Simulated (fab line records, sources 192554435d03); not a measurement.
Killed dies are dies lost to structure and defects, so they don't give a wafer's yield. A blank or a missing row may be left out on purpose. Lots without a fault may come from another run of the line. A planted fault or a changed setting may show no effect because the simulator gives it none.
Chamber matching | flow n5_finfet | N5_HKMG_FIN_CMP_94 on cmp-02: 4 sister chambers
The step polishes, stops on SiNx, t overpolish 4.7 s, target thk 43.299 nm. 4 wafers are shown with their chamber, then 7 later ones without.

WAFERS WITH THEIR CHAMBER
wafer  | chamber | motor_current_A (A)
L078.5 | 1       | 13.2
L085.5 | 2       | 12.9
L090.4 | 0       | 12.7
L090.5 | 3       | 10.9

WAFERS WITHOUT THEIR CHAMBER
wafer  | motor_current_A (A)
L090.6 | 12.8
L093.2 | 11.2
L093.4 | 12.8
L093.5 | 13.2
L094.1 | 12.9
L094.4 | 12.7
L094.5 | 13.7

WHICH CHAMBER EACH WENT THROUGH
wafer  | from the rows above          | in truth
L090.6 | can't be placed: 2 or 0 or 1 | 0
L093.2 | 3                            | 3
L093.4 | can't be placed: 2 or 0 or 1 | 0
L093.5 | can't be placed: 1 or 2      | 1
L094.1 | can't be placed: 2 or 0 or 1 | 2
L094.4 | can't be placed: 0 or 2      | 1
L094.5 | can't be placed: 1 or 2      | 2
Placed correctly: 1 of 7. Can't be placed from these rows: 6 (the true chamber is among the candidates in 5). Placed wrongly: 0.
How it was worked out, from the rows above alone: a wafer's distance from a chamber is the root of the sum, over the readings, of the square of ((its reading less the chamber's mean) divided by the reading's scatter). The wafer belongs to the nearest chamber; if the next one is less than 2 further off, it can't be placed. A chamber's mean is the mean of its shown wafers. The scatter: with one shown wafer a chamber, the root of the mean of the squares of how far each hidden wafer lies from its nearest shown one.
